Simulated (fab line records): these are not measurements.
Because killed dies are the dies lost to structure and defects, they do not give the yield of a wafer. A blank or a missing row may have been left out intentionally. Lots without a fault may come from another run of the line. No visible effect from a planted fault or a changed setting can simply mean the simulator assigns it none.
Matching of chambers -- flow nand harc -- NHARC_A_CONTACT_DEP_29 on pecvd-02 has 3 sister chambers
The step deposits SiON, target thk 70 nm. 16 wafers are shown with their chamber, then 8 later ones without.

== EACH WAFER AND ITS CHAMBER ==
wafer,chamber,heater power w (W)
L074.1,1,782
L074.5,1,768
L074.6,2,662
L075.2,1,743
L075.3,2,799
L075.6,1,742
L078.1,1,775
L078.4,2,732
L078.5,2,750
L084.1,0,843
L084.3,0,878
L084.5,2,750
L088.2,0,783
L088.5,2,762
L088.6,0,793
L087.4,0,814

SIGNATURES, as means of the wafers listed above
reading,chamber 0,chamber 1,chamber 2,scatter within a chamber
heater power w,822.20,762.00,742.50,36.8
Rule: for each reading, subtract the chamber's mean from the wafer's reading, divide by that reading's scatter and square the result; add these up over the readings and take the root, which gives the wafer's distance from the chamber. If the next closest chamber is less than 2 further off than the closest, the wafer can't be placed; otherwise it belongs to the closest. The scatter: take each reading less its chamber's mean, square it, sum over the shown wafers, divide by the number of wafers less the number of chambers, and take the root.

== WAFERS MISSING THEIR CHAMBER ==
wafer,heater power w (W)
L087.5,751
L087.6,778
L091.1,839
L091.3,747
L091.4,751
L096.2,730
L096.5,722
L096.6,745

== EACH ONE'S CHAMBER ==
wafer,from the rows above,in truth
L087.5,can't be placed: 2 or 1 or 0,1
L087.6,can't be placed: 1 or 2 or 0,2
L091.1,can't be placed: 0 or 1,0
L091.3,can't be placed: 2 or 1 or 0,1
L091.4,can't be placed: 2 or 1 or 0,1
L096.2,can't be placed: 2 or 1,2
L096.5,can't be placed: 2 or 1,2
L096.6,can't be placed: 2 or 1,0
Placed correctly: 0 of 8. From these rows, 8 cannot be placed; in 7 the true chamber is one of the candidates. 0 placed wrongly.
